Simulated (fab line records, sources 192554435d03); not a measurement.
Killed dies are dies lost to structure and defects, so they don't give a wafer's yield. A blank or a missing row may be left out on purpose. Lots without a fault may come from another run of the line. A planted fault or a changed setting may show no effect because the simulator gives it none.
fab line records | flow n5_finfet
record lots=7 wafers=21
route steps=1938 shown GATE_CUT@478 MOL_CONTACT_COAG@523 BEOL_M0_SAQP@692 BEOL_M1@778 BEOL_M2@843
start_h: hours from the record's first day to the start of the lot's first wafer shown | wait_h: hours since the lot's step before | " the same as in the row above | L1.1+2: a row that stands for several wafers | - no value, or no start given | * or withheld: withheld | < > ~ a bound
route shown NAME@n: a module of which the file shows steps, and the number in the route of the first | usual: mean/standard deviation of fault-free wafers | same: alike in all rows | chamber/n: place in a boat | sites: the reading at each site | _std_site: their standard deviation | _edge_site: outer sites' mean less inner sites' | radius_mm: how far each site lies from the wafer's centre | mask NAME#n: copy n | behind: the tool/chamber that last shaped the wafer | hold: why the lot was held/for how many hours/how that ended | device: the transistor (n, p or np) that didn't switch | end of line: the same wafers' tests at the end of the route | a step without rows: its recipe alone | killed: dies lost to structure and defects at the first sort, not the wafer's yield | map: a wafer's dies, x killed, . not, _ none there
set.NAME: the setting as run; set.NAME@STEP: as run at that earlier step | model.NAME: the simulator's own value behind a step, which no gauge read
lots whose settings were changed on purpose; a table a step, a row a wafer
## steps
# step N5_GATE_CUT_COAT_34
# recipe resist=SOC temp_c=250 time_s=60 spin_rpm=1500 resist_thk_nm=60
# columns lot.wafer tool chamber start_h wait_h set.spin_rpm model.SOC_of_GATE_CUT_COAT_34.thk_nm
L074.1+2 litho_track-04 0 89.63 0.0 1500 59.8
L074.6 " 0 " " 1500 60
L075.1 litho_track-02 0 95.80 0.1 1500 60.2
L075.2 " 0 " " 1500 59.8
L075.3 " 0 " " 1500 60
L082.2+3 litho_track-04 0 132.89 0.0 1500 60.2
L082.5 " 0 " " 1427 61.6
L084.2 litho_track-02 0 146.52 0.0 1580 58.4
L084.3 " 0 " " 1580 58.2
L084.6 " 0 " " 1500 59.8
L085.1 litho_track-02 0 153.51 0.0 1350 63.2
L085.4 " 0 " " 1350 63.4
L085.6 " 0 " " 1500 60
L087.1+5 litho_track-04 0 158.66 0.0 1500 60.2
L087.2 " 0 " " 1413 62.2
L097.1+2 litho_track-01 0 224.29 0.0 1500 60
L097.5 " 0 " " 1500 60.2
# step N5_GATE_CUT_COAT_35
# recipe resist=SiARC temp_c=220 time_s=60 spin_rpm=1500 resist_thk_nm=10
# step N5_GATE_CUT_COAT_27
# recipe resist=underlayer temp_c=205 time_s=60 spin_rpm=1500 resist_thk_nm=10
# step N5_GATE_CUT_ETCH_28
# recipe chemistry=N2/H2 target=underlayer target_depth_a=130 mask_material=CAR-EUV time_s=10.4 ion_energy_ev=200 pressure_mtorr=30 source_w=840 bias_w=150 n2_flow_sccm=200 h2_flow_sccm=200 ends=cleared
# step N5_GATE_CUT_ETCH_36
# recipe chemistry=CF4 target=SiARC target_depth_a=130 mask_material=CAR-EUV time_s=21.7 ion_energy_ev=80 pressure_mtorr=40 source_w=545 bias_w=36 Ar_flow_sccm=100 cf4_flow_sccm=100 ends=cleared
# step N5_GATE_CUT_ETCH_37
# recipe chemistry=N2/H2 target=SOC target_depth_a=600 overetch_a=120 mask_material=SiARC temp_c=40 time_s=90 ion_energy_ev=200 pressure_mtorr=30 source_w=840 bias_w=150 n2_flow_sccm=200 h2_flow_sccm=200
# columns lot.wafer tool chamber start_h wait_h set.spin_rpm@GATE_CUT_COAT_34 model.etch.depth_nm
L074.1 rie_diel-02 0 90.10 0.0 1500 59.79
L074.2 " 2 " " 1500 59.87
L074.6 " 2 " " 1500 59.91
L075.1 rie_diel-02 2 96.30 0.0 1500 60.11
L075.2 " 1 " " 1500 59.87
L075.3 " 0 " " 1500 60.01
L082.2 rie_diel-04 1 133.49 0.0 1500 60.24
L082.3 " 3 " " 1500 60.29
L082.5 " 3 " " 1427 61.66
L084.2 rie_diel-04 2 146.99 0.0 1580 58.43
L084.3 " 3 " " 1580 58.24
L084.6 " 0 " " 1500 59.82
L085.1 rie_diel-02 2 153.98 0.0 1350 63.23
L085.4 " 0 " " 1350 63.33
L085.6 " 2 " " 1500 60.07
L087.1 rie_diel-05 1 159.26 0.0 1500 60.16
L087.2 " 3 " " 1413 62.2
L087.5 " 1 " " 1500 60.29
L097.1 rie_diel-05 0 224.84 0.0 1500 59.95
L097.2 " 3 " " 1500 60.09
L097.5 " 3 " " 1500 60.15
# step N5_GATE_CUT_STRIP_38
# recipe chemistry=N2/H2 temp_c=40 n2_flow_sccm=200 h2_flow_sccm=200 rf_frequency_hz=6e+07
# step N5_GATE_CUT_STRIP_39
# recipe chemistry=N2/H2 temp_c=40 n2_flow_sccm=200 h2_flow_sccm=200 rf_frequency_hz=6e+07
# step N5_GATE_CUT_HM_OPEN_40
# recipe chemistry=C4F6/O2 target=SiO2 mask_material=SiARC target_depth_a=1390 time_s=85.1 ion_energy_ev=250 pressure_mtorr=30 source_w=345 bias_w=185 Ar_flow_sccm=300 C4F6_flow_sccm=10 O2_flow_sccm=10 ends=cleared
# columns lot.wafer tool chamber start_h wait_h set.spin_rpm@GATE_CUT_COAT_34 model.SOC_of_GATE_CUT_COAT_34.thk_nm
L074.1+2 rie_diel-02 0,2 90.19 0.0 1500 32.6
L074.6 " 2 " " 1500 32.8
L075.1 rie_diel-02 2 96.38 0.0 1500 32.6
L075.2 " 1 " " 1500 33.2
L075.3 " 0 " " 1500 32
L082.2 rie_diel-04 1 133.57 0.0 1500 33.4
L082.3 " 3 " " 1500 33
L082.5 " 3 " " 1427 34.4
L084.2 rie_diel-04 2 147.07 0.0 1580 31.6
L084.3 " 3 " " 1580 31
L084.6 " 0 " " 1500 32
L085.1 rie_diel-02 2 154.06 0.0 1350 36.2
L085.4 " 0 " " 1350 36
L085.6 " 2 " " 1500 32.2
L087.1 rie_diel-05 1 159.34 0.0 1500 33.4
L087.2 " 3 " " 1413 35.4
L087.5 " 1 " " 1500 33
L097.1 rie_diel-05 0 224.93 0.0 1500 32.8
L097.2+5 " 3 " " 1500 32.6
# step N5_MOL_CONTACT_COAG_EXPOSE_05
# recipe mask_id=CA na=0.33 source_shape=annular sigma_inner=0.4 sigma_outer=0.8 polarization=unpolarized defocus_nm=0 dose_mj=38.25
# columns lot.wafer tool chamber start_h wait_h mask set.dose_mj
L074.1 euv_scanner-02 0 94.24 - CA#0 38.25
L074.2+6 " 0 " " CA#0 39.93
L075.1+2+3 euv_scanner-01 0 99.87 - CA#0 38.25
L082.2+5 euv_scanner-01 0 137.08 - CA#0 38.25
L082.3 " 0 " " CA#0 39.32
L084.2+3+6 euv_scanner-02 0 150.53 - CA#0 38.25
L085.1+4+6 euv_scanner-01 0 157.55 - CA#0 38.25
L087.1 euv_scanner-02 0 162.83 - CA#0 39.11
L087.2+5 " 0 " " CA#0 38.25
L097.1+5 euv_scanner-02 0 228.33 - CA#0 37.14
L097.2 " 0 " " CA#0 38.25
# step N5_MOL_CONTACT_COAG_PEB_06
# recipe peb_temp_c=100 peb_time_s=60 resist=CAR-EUV
# step N5_MOL_CONTACT_COAG_DEVELOP_07
# recipe develop_time_s=30 developer=TMAH resist=CAR-EUV rinse_liquid=surfactant_rinse dry=air_spin dev_temp_c=23
# step N5_MOL_CONTACT_COAG_DESCUM_13
# recipe chemistry=O2 time_s=7 source_power_w=50 bias_power_w=20 pressure_mtorr=20 rf_frequency_hz=2.712e+07 temp_c=40 resist=CAR-EUV o2_flow_sccm=225
# step N5_MOL_CONTACT_COAG_ETCH_59
# recipe chemistry=N2/H2 target=underlayer target_depth_a=130 mask_material=CAR-EUV time_s=10.4 ion_energy_ev=200 pressure_mtorr=30 source_w=840 bias_w=150 n2_flow_sccm=200 h2_flow_sccm=200 ends=cleared
# columns lot.wafer tool chamber start_h wait_h set.dose_mj@MOL_CONTACT_COAG_EXPOSE_05 model.MOL_CONTACT_COAG.cd_offset_nm
L074.1 rie_diel-01 0 94.76 0.0 38.25 0
L074.2+6 " 1,0 " " 39.93 0.8
L075.1+2 rie_diel-06 0,3 100.18 0.0 38.25 0
L075.3 " 2 " " 38.25 -0.2
L082.2+5 rie_diel-03 1 137.41 0.0 38.25 0
L082.3 " 0 " " 39.32 0.8
L084.2 rie_diel-01 0 150.84 0.0 38.25 0.2
L084.3+6 " 2,1 " " 38.25 0
L085.1 rie_diel-01 2 157.84 0.0 38.25 -0.4
L085.4+6 " 2,0 " " 38.25 -0.2
L087.1 rie_diel-01 1 163.12 0.0 39.11 0.6
L087.2 " 0 " " 38.25 0.4
L087.5 " 0 " " 38.25 0.2
L097.1 rie_diel-06 3 228.61 0.0 37.14 -0.6
L097.2 " 0 " " 38.25 0
L097.5 " 1 " " 37.14 -0.8
# step N5_MOL_CONTACT_COAG_ETCH_91
# recipe chemistry=N2/H2 target=SOC target_depth_a=600 overetch_a=210 mask_material=SiARC temp_c=40 time_s=101.2 ion_energy_ev=200 pressure_mtorr=30 source_w=840 bias_w=150 n2_flow_sccm=200 h2_flow_sccm=200
# columns lot.wafer tool chamber start_h wait_h set.time_s model.SiARC_of_MOL_CONTACT_COAG_COAT_76.thk_nm
L074.1+2+6 rie_diel-06 2,3,2 108.97 0.0 101.2 5.8
L075.1+3 rie_diel-03 1,0 112.87 0.0 101.2 6
L075.2 " 2 " " 101.2 5.8
L082.2 rie_diel-06 1 150.13 0.0 118 5
L082.3+5 " 3,1 " " 101.2 5.6
L084.2+6 rie_diel-03 2 163.14 0.0 101.2 5.8
L084.3 " 1 " " 114.1 5.4
L085.1+6 rie_diel-03 3,1 169.50 0.0 114.9 5.4
L085.4 " 0 " " 114.9 5.2
L087.1+2 rie_diel-03 1,0 173.99 0.0 109.1 5.6
L087.5 " 2 " " 101.2 6
L097.1 rie_diel-03 2 238.93 0.0 101.2 5.8
L097.2 " 3 " " 122 5.2
L097.5 " 1 " " 101.2 6
# step N5_MOL_CONTACT_COAG_ETCHBACK_135
# recipe chemistry=CHF3 target=SiO2 target_depth_a=250 time_s=16.7 ion_energy_ev=200 pressure_mtorr=30 source_w=610 bias_w=170 Ar_flow_sccm=200 CHF3_flow_sccm=50
# columns lot.wafer tool chamber start_h wait_h set.time_s model.SOC_of_MOL_CONTACT_COAG_COAT_75.thk_nm
L074.1+6 rie_diel-06 2 109.06 0.0 16.7 57.2
L074.2 " 3 " " 18.32 57
L075.1+2+3 rie_diel-03 1,2,0 112.96 0.0 16.7 57.6
L082.2 rie_diel-06 1 150.22 0.0 16.7 57.2
L082.3 " 3 " " 15.17 57.4
L082.5 " 1 " " 15.17 57.2
L084.2+6 rie_diel-03 2 163.23 0.0 14.14 57.8
L084.3 " 1 " " 16.7 57.4
L085.1 rie_diel-03 3 169.59 0.0 13.78 57.8
L085.4 " 0 " " 16.7 57.2
L085.6 " 1 " " 13.78 58
L087.1+2 rie_diel-03 1,0 174.08 0.0 13.51 58
L087.5 " 2 " " 16.7 57.6
L097.1 rie_diel-03 2 239.02 0.0 20.2 56.6
L097.2 " 3 " " 20.2 56.4
L097.5 " 1 " " 16.7 57
# step N5_BEOL_M0_SAQP_DESCUM_45
# recipe chemistry=O2 time_s=7 source_power_w=50 bias_power_w=20 pressure_mtorr=20 rf_frequency_hz=2.712e+07 temp_c=40 resist=CAR-EUV o2_flow_sccm=225
# columns lot.wafer tool chamber start_h wait_h set.time_s model.CAR-EUV_of_BEOL_M0_SAQP_COAT_34.thk_nm
L074.1 rie_diel-04 1 120.23 0.0 7 26
L074.2+6 " 2,1 " " 8.241 25.4
L075.1 rie_diel-05 0 124.98 0.2 7 26.2
L075.2+3 " 3,2 " " 7 26
L082.2 rie_diel-04 0 162.90 0.1 7 26
L082.3 " 1 " " 5.933 26.6
L082.5 " 2 " " 5.933 26.4
L084.2+3+6 rie_diel-02 0,2,0 175.92 0.4 5.569 26.8
L085.1+6 rie_diel-02 1 181.84 0.2 7 26
L085.4 " 3 " " 7 26.2
L087.1+5 rie_diel-04 1,2 189.29 0.0 8.106 25.4
L087.2 " 3 " " 7 26
L097.1 rie_diel-04 0 254.18 0.0 7 26
L097.2+5 " 2,3 " " 7.46 25.8
# step N5_BEOL_M0_SAQP_ALD_48
# recipe material=SiO2 target_thk_a=200 temp_c=100 ald_precursor_family=BDEAS ald_co_reactant=O2-plasma pulse_time_s=1 co_reactant_pulse_time_s=1 purge_time_s=2 co_reactant_purge_time_s=2 ald_cycles=139 pressure_torr=2
# columns lot.wafer tool chamber start_h wait_h set.ald_cycles model.SiO2_of_BEOL_M0_SAQP_ALD_48.thk_nm
L074.1+2 ald_sin-04 0,3 120.51 0.0 133 19.2
L074.6 " 2 " " 139 20
L075.1+3 ald_sin-02 1,3 125.36 0.1 139 20
L075.2 " 0 " " 139 19.8
L082.2+3 ald_sin-04 3,0 163.19 0.0 119 17
L082.5 " 0 " " 119 17.2
L084.2+3+6 ald_sin-02 1,2,1 176.20 0.0 139 20
L085.1+4+6 ald_sin-04 2,1,3 182.13 0.0 139 20
L087.1 ald_sin-02 0 189.57 0.0 139 19.8
L087.2+5 " 2,0 " " 145 20.8
L097.1+5 ald_sin-01 2,1 254.46 0.0 150 21.6
L097.2 " 0 " " 139 20
# step N5_BEOL_M1_COAT_68
# recipe resist=SiARC temp_c=220 time_s=60 spin_rpm=1500 resist_thk_nm=12
# columns lot.wafer tool chamber start_h wait_h set.spin_rpm model.SiARC_of_BEOL_M1_COAT_68.thk_nm
L074.1+6 litho_track-05 0 - - 1500 12
L074.2 " 0 " " 1359 12.6
L075.1+2+3 litho_track-05 0 - - 1500 12
L082.2 litho_track-05 0 - - 1500 12
L082.3+5 " 0 " " 1645 11.4
L084.2 litho_track-04 0 - - 1500 12
L084.3+6 " 0 " " 1545 11.8
L085.1+6 litho_track-04 0 - - 1580 11.8
L085.4 " 0 " " 1500 12
L087.1+2+5 litho_track-04 0 - - 1500 12
L097.1+2+5 litho_track-03 0 - - 1500 12
# step N5_BEOL_M1_COAT_76
# recipe resist=underlayer temp_c=205 time_s=60 spin_rpm=1500 resist_thk_nm=5
# columns lot.wafer tool chamber start_h wait_h set.spin_rpm
L074.1+2+6 litho_track-05 0 - - 1500
L075.1+2+3 litho_track-05 0 - - 1500
L082.2+3 litho_track-05 0 - - 1500
L082.5 " 0 " " 1658
L084.2+6 litho_track-04 0 - - 1500
L084.3 " 0 " " 1599
L085.1+4 litho_track-04 0 - - 1500
L085.6 " 0 " " 1662
L087.1+2+5 litho_track-04 0 - - 1500
L097.1+5 litho_track-03 0 - - 1404
L097.2 " 0 " " 1500
# step N5_BEOL_M1_COAT_22
# recipe resist=CAR-EUV spin_rpm=1500 resist_thk_nm=30
# step N5_BEOL_M1_EBR_24
# recipe solvent=PGMEA ebr_width_mm=1.5
# step N5_BEOL_M1_DESCUM_33
# recipe chemistry=O2 time_s=7 source_power_w=50 bias_power_w=20 pressure_mtorr=20 rf_frequency_hz=2.712e+07 temp_c=40 resist=CAR-EUV o2_flow_sccm=225
# step N5_BEOL_M1_ETCH_77
# recipe chemistry=N2/H2 target=underlayer target_depth_a=65 mask_material=CAR-EUV time_s=5.2 ion_energy_ev=200 pressure_mtorr=30 source_w=840 bias_w=150 n2_flow_sccm=200 h2_flow_sccm=200 ends=cleared
# columns lot.wafer tool chamber start_h wait_h set.spin_rpm@BEOL_M1_COAT_76 model.CAR-EUV_of_BEOL_M1_COAT_22.thk_nm model.etch.depth_nm
L074.1 rie_diel-05 1 131.82 0.0 1500 20.4 5.039
L074.2 " 3 " " 1500 20.4 5.034
L074.6 " 1 " " 1500 20.4 5.03
L075.1 rie_diel-05 0 138.16 0.0 1500 20.4 5.008
L075.2+3 " 2,1 " " 1500 20.4 4.993
L082.2 rie_diel-04 0 173.43 0.0 1500 20.6 4.98
L082.3 " 3 " " 1500 20.6 4.988
L082.5 " 0 " " 1658 20.8 4.758
L084.2 rie_diel-05 2 188.32 0.0 1500 20.4 4.98
L084.3 " 1 " " 1599 20.6 4.819
L084.6 " 1 " " 1500 20.4 4.964
L085.1 rie_diel-04 0 193.99 0.0 1500 20.2 5.002
L085.4 " 2 " " 1500 20.2 4.997
L085.6 " 0 " " 1662 20.6 4.743
L087.1 rie_diel-04 1 196.59 0.0 1500 20.2 5.002
L087.2 " 2 " " 1500 20.4 4.998
L087.5 " 0 " " 1500 20.4 5
L097.1 rie_diel-02 3 266.00 0.0 1404 20.2 5.182
L097.2 " 2 " " 1500 20.4 5.018
L097.5 " 1 " " 1404 20.2 5.185
# step N5_BEOL_M1_ETCH_69
# recipe chemistry=CF4 target=SiARC target_depth_a=156 mask_material=CAR-EUV time_s=26 ion_energy_ev=80 pressure_mtorr=40 source_w=545 bias_w=36 Ar_flow_sccm=100 cf4_flow_sccm=100 ends=cleared
# usual etch_rf_on_time_s=26.0/0.38
# columns lot.wafer tool chamber start_h wait_h set.spin_rpm@BEOL_M1_COAT_68 etch_rf_on_time_s model.etch.depth_nm
L074.1 rie_diel-05 1 131.83 0.0 1500 25.7 12.07
L074.2 " 3 " " 1359 28.6 12.67
L074.6 " 1 " " 1500 25.9 12.03
L075.1 rie_diel-05 0 138.17 0.0 1500 26.1 12.05
L075.2 " 2 " " 1500 26.2 12.01
L075.3 " 1 " " 1500 25.7 12.01
L082.2 rie_diel-04 0 173.44 0.0 1500 26.3 12.02
L082.3 " 3 " " 1645 24.9 11.48
L082.5 " 0 " " 1645 25.2 11.45
L084.2 rie_diel-05 2 188.34 0.0 1500 26.5 12.06
L084.3 " 1 " " 1545 25.2 11.88
L084.6 " 1 " " 1545 24.9 11.83
L085.1 rie_diel-04 0 194.01 0.0 1580 25.7 11.73
L085.4 " 2 " " 1500 26.3 12.09
L085.6 " 0 " " 1580 25.7 11.77
L087.1 rie_diel-04 1 196.60 0.0 1500 25.7 12.02
L087.2 " 2 " " 1500 26.1 12.03
L087.5 " 0 " " 1500 26.4 12.01
L097.1 rie_diel-02 3 266.01 0.0 1500 25.8 12.02
L097.2 " 2 " " 1500 26.1 12.04
L097.5 " 1 " " 1500 26.1 12.03
# step N5_BEOL_M1_ALD_98
# recipe material=SiO2 target_thk_a=25 temp_c=100 ald_precursor_family=BDEAS ald_co_reactant=O2-plasma pulse_time_s=1 co_reactant_pulse_time_s=1 purge_time_s=2 co_reactant_purge_time_s=2 ald_cycles=17 pressure_torr=2
# step N5_BEOL_M1_ETCHBACK_99
# recipe chemistry=CHF3 target=SiO2 target_depth_a=50 time_s=10.4 source_w=215 bias_w=47 Ar_flow_sccm=200 CHF3_flow_sccm=12 ion_energy_ev=100 pressure_mtorr=30
# columns lot.wafer tool chamber start_h wait_h set.spin_rpm@BEOL_M1_COAT_68 model.CAR-EUV_of_BEOL_M1_COAT_22.thk_nm
L074.1+6 rie_diel-05 2 132.16 0.1 1500 10.4
L074.2 " 1 " " 1359 10
L075.1+2 rie_diel-05 2,3 144.58 6.2 1500 10.4
L075.3 " 1 " " 1500 10.6
L082.2 rie_diel-05 1 202.07 28.3 1500 10.6
L082.3 " 2 " " 1645 11
L082.5 " 0 " " 1645 11.2
L084.2 rie_diel-04 1 203.59 15.1 1500 10.4
L084.3 " 0 " " 1545 10.8
L084.6 " 1 " " 1545 10.6
L085.1 rie_diel-05 3 203.80 9.6 1580 10.6
L085.4 " 0 " " 1500 10.2
L085.6 " 1 " " 1580 10.8
L087.1+2+5 rie_diel-04 2,0,0 207.79 10.6 1500 10.4
L097.1 rie_diel-02 0 267.88 1.6 1500 10.2
L097.2+5 " 1,2 " " 1500 10.4
# step N5_BEOL_M2_PECVD_72
# recipe material=SiO2 target_thk_a=160 temp_c=400 precursor=TEOS/O2 pressure_torr=5.5 rf_w=450 teos_flow_sccm=53.8 gas=O2 flow_sccm=3000 time_s=18
# columns lot.wafer tool chamber start_h wait_h set.temp_c model.SiO2_of_BEOL_M2_PECVD_72.thk_nm
L074.1+2+6 pecvd-01 0,1,0 136.60 0.0 400 16
L075.1 pecvd-01 2 149.39 0.0 400 15.6
L075.2 " 1 " " 400 15.8
L075.3 " 2 " " 400 16
L082.2 pecvd-04 1 206.90 0.0 386.5 17.2
L082.3 " 1 " " 400 16
L082.5 " 0 " " 386.5 17
L084.2 pecvd-04 0 208.74 0.0 400 15.8
L084.3 " 1 " " 414.5 14.6
L084.6 " 1 " " 400 16.2
L085.1 pecvd-03 2 209.20 0.0 391.2 16.6
L085.4 " 1 " " 391.2 17.2
L085.6 " 2 " " 400 16.2
L087.1 pecvd-03 1 212.06 0.0 400 16
L087.2 " 0 " " 382.4 17.6
L087.5 " 0 " " 382.4 18
L097.1 pecvd-04 1 272.26 0.0 400 15.8
L097.2 " 2 " " 400 16
L097.5 " 1 " " 404.9 15.6
## key
split step=N5_GATE_CUT_COAT_34 setting=spin_rpm stated=1500 by=wafer
response step=N5_GATE_CUT_COAT_34 reading=model.SOC_of_GATE_CUT_COAT_34.thk_nm change=-0.32 per=1% r=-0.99
response step=N5_GATE_CUT_ETCH_37 reading=model.etch.depth_nm change=-0.314 per=1% r=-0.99
response step=N5_GATE_CUT_HM_OPEN_40 reading=model.SOC_of_GATE_CUT_COAT_34.thk_nm change=-0.33 per=1% r=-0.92
split step=N5_MOL_CONTACT_COAG_EXPOSE_05 setting=dose_mj stated=38.25 by=wafer
response step=N5_MOL_CONTACT_COAG_ETCH_59 reading=model.MOL_CONTACT_COAG.cd_offset_nm change=+0.208 per=1% r=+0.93
split step=N5_MOL_CONTACT_COAG_ETCH_91 setting=time_s stated=101.2 by=wafer
response step=N5_MOL_CONTACT_COAG_ETCH_91 reading=model.SiARC_of_MOL_CONTACT_COAG_COAT_76.thk_nm change=-0.0353 per=1% r=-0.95
split step=N5_MOL_CONTACT_COAG_ETCHBACK_135 setting=time_s stated=16.7 by=wafer
response step=N5_MOL_CONTACT_COAG_ETCHBACK_135 reading=model.SOC_of_MOL_CONTACT_COAG_COAT_75.thk_nm change=-0.0258 per=1% r=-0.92
split step=N5_BEOL_M0_SAQP_DESCUM_45 setting=time_s stated=7 by=wafer
response step=N5_BEOL_M0_SAQP_DESCUM_45 reading=model.CAR-EUV_of_BEOL_M0_SAQP_COAT_34.thk_nm change=-0.0346 per=1% r=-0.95
split step=N5_BEOL_M0_SAQP_ALD_48 setting=ald_cycles stated=139 by=wafer
response step=N5_BEOL_M0_SAQP_ALD_48 reading=model.SiO2_of_BEOL_M0_SAQP_ALD_48.thk_nm change=+0.205 per=1% r=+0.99
split step=N5_BEOL_M1_COAT_68 setting=spin_rpm stated=1500 by=wafer
response step=N5_BEOL_M1_COAT_68 reading=model.SiARC_of_BEOL_M1_COAT_68.thk_nm change=-0.0598 per=1% r=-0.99
response step=N5_BEOL_M1_ETCH_69 reading=etch_rf_on_time_s change=* per=1% r=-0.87
response step=N5_BEOL_M1_ETCH_69 reading=model.etch.depth_nm change=-0.0618 per=1% r=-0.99
response step=N5_BEOL_M1_ETCHBACK_99 reading=model.CAR-EUV_of_BEOL_M1_COAT_22.thk_nm change=+0.0555 per=1% r=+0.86
split step=N5_BEOL_M1_COAT_76 setting=spin_rpm stated=1500 by=wafer
response step=N5_BEOL_M1_ETCH_77 reading=model.CAR-EUV_of_BEOL_M1_COAT_22.thk_nm change=+0.0289 per=1% r=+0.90
response step=N5_BEOL_M1_ETCH_77 reading=model.etch.depth_nm change=-0.0232 per=1% r=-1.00
split step=N5_BEOL_M2_PECVD_72 setting=temp_c stated=400 by=wafer
response step=N5_BEOL_M2_PECVD_72 reading=model.SiO2_of_BEOL_M2_PECVD_72.thk_nm change=-0.371 per=1% r=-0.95
